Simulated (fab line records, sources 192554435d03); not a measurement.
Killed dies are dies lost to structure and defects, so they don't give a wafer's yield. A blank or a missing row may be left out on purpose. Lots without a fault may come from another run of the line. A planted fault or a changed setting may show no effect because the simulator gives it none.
Split-lot experiment | flow n5_finfet | 7 lots, 21 wafers read, on a route of 1938 steps

THE SPLIT
At N5_BEOL_M14_EXPOSE_07 (exposes mask V13), the setting dose_mj was moved away from the recipe's 57 on 9 of the 21 wafers read, by -7.0% to +7.4%. The other wafers ran this setting at the recipe's value.

FROM THE SPLIT TO THE READING: what the file shows between them, 3 steps
- N5_BEOL_M14_PEB_08: peb time 90 s
- N5_BEOL_M14_DEVELOP_09: develop time 45 s
- N5_BEOL_M14_HARDBAKE_14: time 120 s

THE READING
cd_nm, in nm, at N5_BEOL_M14_CD_MEAS_10 (target cd 250 nm). Fault-free wafers of this fab line usually give 249.3 nm, standard deviation 1.2 nm.

wafer  | tool, chamber at the split | dose_mj as run | against the recipe | cd_nm, nm | against lot-mates on the recipe
L075.3 | krf_scanner-02, 0          | 58.93          | +3.4%              | 252.6     | +2.7
L075.4 | krf_scanner-02, 0          | 57             | recipe             | 249.9     | -
L075.5 | krf_scanner-02, 0          | 58.93          | +3.4%              | 252.4     | +2.5
L077.1 | krf_scanner-01, 0          | 53.03          | -7.0%              | 236.2     | -12.7
L077.3 | krf_scanner-01, 0          | 57             | recipe             | 247.2     | -
L077.6 | krf_scanner-01, 0          | 57             | recipe             | 250.6     | -
L086.1 | krf_scanner-01, 0          | 57             | recipe             | 249.5     | -
L086.4 | krf_scanner-01, 0          | 57             | recipe             | 249.9     | -
L086.6 | krf_scanner-01, 0          | 58.49          | +2.6%              | 255.9     | +6.2
L084.2 | krf_scanner-01, 0          | 57             | recipe             | 249.6     | -
L084.5 | krf_scanner-01, 0          | 57             | recipe             | 249.6     | -
L084.6 | krf_scanner-01, 0          | 57             | recipe             | 248.7     | -
L087.3 | krf_scanner-01, 0          | 53.43          | -6.3%              | 240.1     | -9.9
L087.4 | krf_scanner-01, 0          | 57             | recipe             | 250.8     | -
L087.6 | krf_scanner-01, 0          | 57             | recipe             | 249.2     | -
L091.1 | krf_scanner-01, 0          | 61.22          | +7.4%              | 264.2     | no lot-mate on the recipe
L091.3 | krf_scanner-01, 0          | 61.22          | +7.4%              | 262.7     | no lot-mate on the recipe
L091.4 | krf_scanner-01, 0          | 61.22          | +7.4%              | 263.1     | no lot-mate on the recipe
L097.4 | krf_scanner-01, 0          | 57             | recipe             | 249.5     | -
L097.5 | krf_scanner-01, 0          | 57             | recipe             | 249.9     | -
L097.6 | krf_scanner-01, 0          | 59.77          | +4.9%              | 258.1     | +8.4

THE FIT
A straight line over all 21 wafers: cd_nm changes by +1.76 nm for each +1% of dose_mj; r = +0.98; the points scatter about the line by 1.4 nm.
The same after taking each lot's own level away (the mean of its wafers on the recipe; 18 wafers): +1.6 nm for each +1%; r = +0.96; scatter 1.4 nm.
On that fit, the largest move of dose_mj shifts the reading by 12 nm.
The lots' own levels span 248.90 to 250.00 nm, that is 0.9 times the standard deviation above.
So the lot-to-lot level changes the slope: the two fits differ.
Check: with one of the wafers moved furthest among these (-7.0%) left out of the fit, the line predicts -10.5 nm for it against its lot-mates. It came out at -12.7 nm against them.

OTHER SPLITS ON THESE WAFERS
These wafers also went through other splits before the reading. Each is held against what the fit with the lots' levels taken away leaves over:
other split on the same wafers | wafers away from the commonest value | r with cd_nm (lot level and that fit taken away)
N5_BEOL_M10_EXPOSE_25 dose_mj  | 8                                    | +0.02
N5_BEOL_M11_COAT_22 spin_rpm   | 6                                    | -0.34
N5_BEOL_M11_EXPOSE_25 dose_mj  | 11                                   | -0.07
N5_BEOL_M13_COAT_04 spin_rpm   | 8                                    | +0.29
N5_BEOL_M13_EXPOSE_07 dose_mj  | 9                                    | -0.04

THE FILE'S OWN FIT
cd_nm changes by +1.67 nm for each +1% of dose_mj, r = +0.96.
